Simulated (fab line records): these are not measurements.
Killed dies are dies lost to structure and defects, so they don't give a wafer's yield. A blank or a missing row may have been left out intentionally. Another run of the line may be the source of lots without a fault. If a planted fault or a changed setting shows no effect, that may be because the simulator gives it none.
Matching of chambers / flow n5_finfet / 4 sister chambers for N5_BEOL_M0_SAQP_ETCH_101 on rie_diel-06
The step etches SiNx in CH3F/O2, target depth 29.9 nm, time 42.7 s. 16 wafers are shown with their chamber, then 8 later ones without.

== WAFERS WITH THEIR CHAMBER ==
wafer=L076.1; chamber=1; drypump_motor_current_A (A)=5.3; showerhead_plenum_p_Torr (Torr)=2.00; throttle_valve_pct (%)=16.63
wafer=L076.3; chamber=3; drypump_motor_current_A (A)=5.7; showerhead_plenum_p_Torr (Torr)=1.92; throttle_valve_pct (%)=16.51
wafer=L076.5; chamber=0; drypump_motor_current_A (A)=6.1; showerhead_plenum_p_Torr (Torr)=2.10; throttle_valve_pct (%)=16.08
wafer=L082.1; chamber=2; drypump_motor_current_A (A)=6.3; showerhead_plenum_p_Torr (Torr)=2.07; throttle_valve_pct (%)=16.65
wafer=L082.2; chamber=1; drypump_motor_current_A (A)=5.3; showerhead_plenum_p_Torr (Torr)=1.99; throttle_valve_pct (%)=16.64
wafer=L082.5; chamber=1; drypump_motor_current_A (A)=5.3; showerhead_plenum_p_Torr (Torr)=1.99; throttle_valve_pct (%)=16.64
wafer=L086.3; chamber=1; drypump_motor_current_A (A)=5.3; showerhead_plenum_p_Torr (Torr)=1.99; throttle_valve_pct (%)=16.66
wafer=L086.5; chamber=0; drypump_motor_current_A (A)=6.1; showerhead_plenum_p_Torr (Torr)=2.10; throttle_valve_pct (%)=16.13
wafer=L086.6; chamber=3; drypump_motor_current_A (A)=5.7; showerhead_plenum_p_Torr (Torr)=1.91; throttle_valve_pct (%)=16.54
wafer=L087.2; chamber=3; drypump_motor_current_A (A)=5.7; showerhead_plenum_p_Torr (Torr)=1.91; throttle_valve_pct (%)=16.55
wafer=L087.3; chamber=2; drypump_motor_current_A (A)=6.3; showerhead_plenum_p_Torr (Torr)=2.06; throttle_valve_pct (%)=16.69
wafer=L087.5; chamber=3; drypump_motor_current_A (A)=5.7; showerhead_plenum_p_Torr (Torr)=1.91; throttle_valve_pct (%)=16.56
wafer=L089.3; chamber=2; drypump_motor_current_A (A)=6.2; showerhead_plenum_p_Torr (Torr)=2.06; throttle_valve_pct (%)=16.67
wafer=L089.5; chamber=3; drypump_motor_current_A (A)=5.7; showerhead_plenum_p_Torr (Torr)=1.91; throttle_valve_pct (%)=16.56
wafer=L089.6; chamber=0; drypump_motor_current_A (A)=6.2; showerhead_plenum_p_Torr (Torr)=2.10; throttle_valve_pct (%)=16.11
wafer=L093.1; chamber=0; drypump_motor_current_A (A)=6.1; showerhead_plenum_p_Torr (Torr)=2.09; throttle_valve_pct (%)=16.12

SIGNATURES, as means of the wafers listed above
reading=drypump_motor_current_A; chamber 0=6.125; chamber 1=5.300; chamber 2=6.267; chamber 3=5.700; scatter within a chamber=0.0344
reading=showerhead_plenum_p_Torr; chamber 0=2.0975; chamber 1=1.9925; chamber 2=2.0633; chamber 3=1.9120; scatter within a chamber=0.00497
reading=throttle_valve_pct; chamber 0=16.1100; chamber 1=16.6425; chamber 2=16.6700; chamber 3=16.5440; scatter within a chamber=0.0191
Rule: a wafer's distance from a chamber is the root of the sum, over the readings, of the square of ((its reading less the chamber's mean) divided by the reading's scatter). The wafer belongs to the nearest chamber; if the next one is less than 2 further off, it can't be placed. The scatter: the root of (the sum of the squares of (reading less its chamber's mean) over the shown wafers, divided by (wafers less chambers)).

== WAFERS WITH NO CHAMBER GIVEN ==
wafer=L093.3; drypump_motor_current_A (A)=6.2; showerhead_plenum_p_Torr (Torr)=2.06; throttle_valve_pct (%)=16.70
wafer=L093.5; drypump_motor_current_A (A)=6.1; showerhead_plenum_p_Torr (Torr)=2.09; throttle_valve_pct (%)=16.11
wafer=L096.2; drypump_motor_current_A (A)=5.4; showerhead_plenum_p_Torr (Torr)=1.98; throttle_valve_pct (%)=16.70
wafer=L096.4; drypump_motor_current_A (A)=6.3; showerhead_plenum_p_Torr (Torr)=2.06; throttle_valve_pct (%)=16.71
wafer=L096.6; drypump_motor_current_A (A)=5.7; showerhead_plenum_p_Torr (Torr)=1.91; throttle_valve_pct (%)=16.58
wafer=L097.3; drypump_motor_current_A (A)=6.1; showerhead_plenum_p_Torr (Torr)=2.09; throttle_valve_pct (%)=16.16
wafer=L097.5; drypump_motor_current_A (A)=5.3; showerhead_plenum_p_Torr (Torr)=1.98; throttle_valve_pct (%)=16.69
wafer=L097.6; drypump_motor_current_A (A)=6.2; showerhead_plenum_p_Torr (Torr)=2.09; throttle_valve_pct (%)=16.11

== CHAMBER TAKEN BY EACH ==
wafer=L093.3; from the rows above=2; in truth=2
wafer=L093.5; from the rows above=0; in truth=0
wafer=L096.2; from the rows above=1; in truth=1
wafer=L096.4; from the rows above=2; in truth=2
wafer=L096.6; from the rows above=3; in truth=3
wafer=L097.3; from the rows above=0; in truth=0
wafer=L097.5; from the rows above=1; in truth=1
wafer=L097.6; from the rows above=0; in truth=0
Correct placement for 8 of the 8. Can't be placed from these rows: 0. Placed wrongly: 0.
